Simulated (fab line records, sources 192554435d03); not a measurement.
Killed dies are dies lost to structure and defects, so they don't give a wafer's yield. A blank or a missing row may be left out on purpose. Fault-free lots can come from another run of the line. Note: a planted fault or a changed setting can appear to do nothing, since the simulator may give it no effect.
A single fault, viewed from 3 desks :: flow n5-finfet :: every desk sees just its own numbers, and what lay behind them comes last

== DESK OF THE TOOL OWNER: pvd-sputter-01 ==
The tool's own readings at N5_BEOL_M4_SPUTTER_94 (material Cu, target thk 4.5 nm, time 8.29 s): means of the sampled wafers that have a number, for each lot that ran on this tool. The brackets show how far a lot's mean lies from the usual mean; more than 4 standard deviations puts the lot out of limits, marked OUT.
Columns: A = throttle-valve-pct at N5_BEOL_M4_SPUTTER_94, usual 29.8 %
lot: L673
first seen here: day 8 08:25
A: 29.4

lot: L677
first seen here: day 9 01:38
A: 29.5

lot: L680
first seen here: day 9 15:35
A: 29.4

lot: L684
first seen here: day 11 02:17
A: 29.4
This desk's verdict: no lot among the 4 shows anything out of limits.

== THE DEFECT DESK ==
Counts from the inspections along the route, per lot, as means over the sampled wafers that have a number. The brackets show how far a lot's mean lies from the usual mean; more than 4 standard deviations puts the lot out of limits, marked OUT.
Columns: A = raw-defect-count at N5_BEOL_M4_INSPECT_59, usual 77
lot: L676
first seen here: day 8 09:23
A: 56

lot: L673
first seen here: day 8 10:04
A: 114

lot: L677
first seen here: day 9 03:15
A: 86

lot: L678
first seen here: day 9 08:48
A: 78

lot: L680
first seen here: day 9 16:56
A: 42

lot: L684
first seen here: day 11 03:35
A: 61

lot: L686
first seen here: day 11 14:59
A: 65

lot: L691
first seen here: day 12 10:22
A: 82

lot: L690
first seen here: day 12 17:55
A: 70

lot: L695
first seen here: day 13 17:05
A: 72

lot: L696
first seen here: day 14 05:05
A: 60
This desk's verdict: no lot among the 11 shows anything out of limits.

== AT THE METROLOGY DESK ==
What the gauges read for every lot (on any tool): the sampled wafers with a number, averaged. The brackets show how far a lot's mean lies from the usual mean; more than 4 standard deviations puts the lot out of limits, marked OUT. Of its 10 readings 7 are shown: those that lie furthest out on some lot.
Columns: A = IOFF_N at N5_BEOL_M4_RC_MEAS_101, usual 0.15 nA/um; B = IOFF_P at N5_BEOL_M4_RC_MEAS_101, usual 0.20 nA/um; C = ION_N at N5_BEOL_M4_RC_MEAS_101, usual 670 uA/um; D = ION_P at N5_BEOL_M4_RC_MEAS_101, usual 460 uA/um; E = SS_P at N5_BEOL_M4_RC_MEAS_101, usual 73.2 mV/dec; F = VT_N at N5_BEOL_M4_RC_MEAS_101, usual 250 mV; G = VT_P at N5_BEOL_M4_RC_MEAS_101, usual -251 mV
lot: L676
first seen here: day 8 09:44
A: 0.17
B: 0.24
C: 667
D: 461
E: 73.3
F: 248
G: -247

lot: L673
first seen here: day 8 10:06
A: 0.18
B: 0.23
C: 678
D: 467
E: 73.3
F: 249
G: -247

lot: L677
first seen here: day 9 03:26
A: 0.19
B: 0.28
C: 663
D: 464
E: 74.2
F: 246
G: -242

lot: L678
first seen here: day 9 08:49
A: 0.14
B: 0.17
C: 670
D: 457
E: 73.0
F: 250
G: -255

lot: L680
first seen here: day 9 17:07
A: 0.16
B: 0.20
C: 702
D: 481
E: 73.4
F: 248
G: -252

lot: L684
first seen here: day 11 03:55
A: 0.15
B: 0.21
C: 690
D: 478
E: 73.2
F: 252
G: -250

lot: L686
first seen here: day 11 15:01
A: 0.13
B: 0.19
C: 666
D: 461
E: 72.9
F: 252
G: -251

lot: L691
first seen here: day 12 10:33
A: 0.14
B: 0.17
C: 668
D: 451
E: 73.2
F: 254
G: -257

lot: L690
first seen here: day 12 18:06
A: 0.14
B: 0.21
C: 659
D: 455
E: 72.5
F: 251
G: -248

lot: L695
first seen here: day 13 17:25
A: 0.15
B: 0.19
C: 673
D: 461
E: 72.8
F: 248
G: -252

lot: L696
first seen here: day 14 05:07
A: 0.15
B: 0.19
C: 679
D: 461
E: 73.1
F: 251
G: -252
This desk's verdict: no lot among the 11 shows anything out of limits.

== ALL TOGETHER ==
Nothing out of limits was seen by the tool owner's desk.
No out-of-limits result turned up at the defect desk.
Metrology desk: nothing out of limits seen.

== WHAT THE SIMULATOR HAD INSERTED ==
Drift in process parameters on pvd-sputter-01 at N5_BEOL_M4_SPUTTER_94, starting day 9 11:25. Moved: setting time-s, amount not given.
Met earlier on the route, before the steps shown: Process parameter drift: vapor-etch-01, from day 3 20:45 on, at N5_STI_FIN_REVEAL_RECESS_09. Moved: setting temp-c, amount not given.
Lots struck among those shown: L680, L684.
